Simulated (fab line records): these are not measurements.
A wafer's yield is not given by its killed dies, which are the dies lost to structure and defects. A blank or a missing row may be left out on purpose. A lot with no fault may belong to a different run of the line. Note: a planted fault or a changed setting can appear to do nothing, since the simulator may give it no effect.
Chamber matching || flow n5_finfet || 4 sister chambers for N5_BEOL_M9_ALD_74 on ald_metal-02
The step deposits TaN, target thk 2 nm, pulse time 2 s, purge time 3 s. 4 wafers are shown with their chamber, then 9 later ones without.

== WAFERS PAIRED WITH THEIR CHAMBERS ==
{"wafer": "L083.1", "chamber": 2, "heater_power_w (W)": 366}
{"wafer": "L083.6", "chamber": 1, "heater_power_w (W)": 414}
{"wafer": "L087.3", "chamber": 3, "heater_power_w (W)": 410}
{"wafer": "L087.5", "chamber": 0, "heater_power_w (W)": 414}

== WAFERS WHOSE CHAMBER IS MISSING ==
{"wafer": "L091.1", "heater_power_w (W)": 418}
{"wafer": "L091.2", "heater_power_w (W)": 407}
{"wafer": "L091.4", "heater_power_w (W)": 403}
{"wafer": "L092.1", "heater_power_w (W)": 375}
{"wafer": "L092.2", "heater_power_w (W)": 427}
{"wafer": "L092.3", "heater_power_w (W)": 427}
{"wafer": "L097.3", "heater_power_w (W)": 430}
{"wafer": "L097.5", "heater_power_w (W)": 416}
{"wafer": "L097.6", "heater_power_w (W)": 424}

== EACH ONE'S CHAMBER ==
{"wafer": "L091.1", "from the rows above": "can't be placed: 0 or 1 or 3", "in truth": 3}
{"wafer": "L091.2", "from the rows above": "can't be placed: 3 or 0 or 1", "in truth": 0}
{"wafer": "L091.4", "from the rows above": "can't be placed: 3 or 0 or 1", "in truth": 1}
{"wafer": "L092.1", "from the rows above": 2, "in truth": 2}
{"wafer": "L092.2", "from the rows above": "can't be placed: 0 or 1 or 3", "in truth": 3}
{"wafer": "L092.3", "from the rows above": "can't be placed: 0 or 1 or 3", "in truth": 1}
{"wafer": "L097.3", "from the rows above": "can't be placed: 0 or 1 or 3", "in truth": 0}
{"wafer": "L097.5", "from the rows above": "can't be placed: 0 or 1 or 3", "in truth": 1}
{"wafer": "L097.6", "from the rows above": "can't be placed: 0 or 1 or 3", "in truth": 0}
Correctly placed: 1 of 9. Can't be placed from these rows: 8 (the true chamber is among the candidates in 8). Placed wrongly: 0.
How it was worked out, from the rows above alone: a wafer's distance from a chamber is the root of the sum, over the readings, of the square of ((its reading less the chamber's mean) divided by the reading's scatter). The wafer belongs to the nearest chamber; if the next one is less than 2 further off, it can't be placed. For every chamber, the mean is computed from those of its wafers that are shown. The scatter: root of mean squared gap, hidden wafer to nearest shown wafer, with one shown wafer a chamber.
